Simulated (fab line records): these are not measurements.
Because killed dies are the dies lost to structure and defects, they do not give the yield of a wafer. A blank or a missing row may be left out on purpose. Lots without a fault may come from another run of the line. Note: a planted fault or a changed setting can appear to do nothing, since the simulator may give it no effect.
Code-filled problem report in 8D (eight disciplines) form    flow n5 finfet    the parts of the form that need people (team, actions taken, sign-off) are left out

== 1. WHAT WENT WRONG ==
COMB_M1_max_site at N5_BEOL_M4_RC_MEAS_101 reads a mean of 4.1e-10 S/m on 1 wafer of 1 lot; wafers without a fault read 7.9e-11 S/m with a standard deviation of 1.8e-11. That puts it +18 standard deviations away from the usual mean.
Earliest sighting: wafer L447.5 on prober-01 at day 10 18:52. At this step, 30 wafers from 10 lots have a number in the record. Rule for "out", or "out of limits": more than 4 standard deviations from the usual mean. The other wafers with a number count as sound.

== 2. WHAT IT IS, AND WHAT IT ISN'T ==
question                     is                 is not
which readings at this step  COMB_M1_max_site   DIBL_N, DIBL_P, IOFF_N, IOFF_P, ION_N, ION_P, SS_N, SS_P, VT_N, VT_P
which lots                   L447               L441, L442, L443, L445, L446, L458, L459, L460, L463
which wafers of those lots   L447.5             L447.1, L447.2
read on which gauges         prober-01          prober-02
when                         from day 10 18:52  up to then (17 sound wafers); but 12 sound wafers of L458, L459, L460, L463 came after

== 3. WHAT RULES OUT EACH SUSPECT ==
Counting: any tool at a process step up to the reading remains a suspect provided it ran every lot that is out. Sound lots after the first of them don't rule it out here, since some wafers of a struck lot are sound.
- the gauge at N5_BEOL_M4_RC_MEAS_101: kept. All the wafers that are out were read on prober-01, and no step on other tools shows them out.
- ald metal-03 at N5_BEOL_M1_ALD_84 (deposits TaN, pulse time 2 s, purge time 3 s, co reactant purge time 2 s): kept. It ran the lot that is out, L447 (day 8 05:24); its last sound lot up to then is L446 (day 7 23:23).
- At N5_BEOL_M1_ALD_84, inside ald metal-03: chamber 2 took the wafers that are out, while their sound lot-mates went through chambers 1, 3.
What counting leaves: ald metal-03 at N5_BEOL_M1_ALD_84 and prober-01 at N5_BEOL_M4_RC_MEAS_101.

== 4. THE CAUSE (what the simulator had put in) ==
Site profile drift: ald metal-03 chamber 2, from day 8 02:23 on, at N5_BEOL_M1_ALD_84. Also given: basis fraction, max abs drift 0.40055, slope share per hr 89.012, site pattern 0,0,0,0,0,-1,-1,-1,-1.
Of the 2 suspects that counting leaves, this tool is one.

== 5. SEQUENCE OF EFFECTS, ordered by route ==
Rows list readings where the struck wafers' mean (over those with a number) sits beyond 3 standard deviations from the usual. Readings are gone through only where the record gives a usual standard deviation; hours: the median, over the lots, of the time from a lot's start at the first step in this table giving one to that lot's start at this step; sigmas: the change measured in usual standard deviations.
hours  step                     reading             usual        on struck wafers  change    sigmas
0      N5_BEOL_M4_RC_MEAS_101   COMB_M1_max_site    7.9e-11 S/m  4.1e-10           +3.3e-10  +18
111    N5_PASSIVATION_PROBE_49  killed_at_M0_to_M3  33           76                +43       +4.3
111    N5_PASSIVATION_PROBE_49  killed on rim       13           36                +23       +6.2
Here are the process steps it includes:
- N5_PASSIVATION_PROBE_49

== 6. HOW IT WOULD HAVE BEEN CAUGHT EARLIER ==
64 hours passed between the start of the fault at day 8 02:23 and the first reading out of limits at a measuring or inspecting step in this record, taken at day 10 18:52.
No tool reading at N5_BEOL_M1_ALD_84 that has a usual standard deviation in the record was out on any struck wafer, so an alarm limit of 4 standard deviations on those readings would not have fired.
By day 10 18:52 the whole set of lots that are out, 1 in number, had already begun N5_BEOL_M1_ALD_84 on ald metal-03. Holding the tool at that point would not have protected any of them.
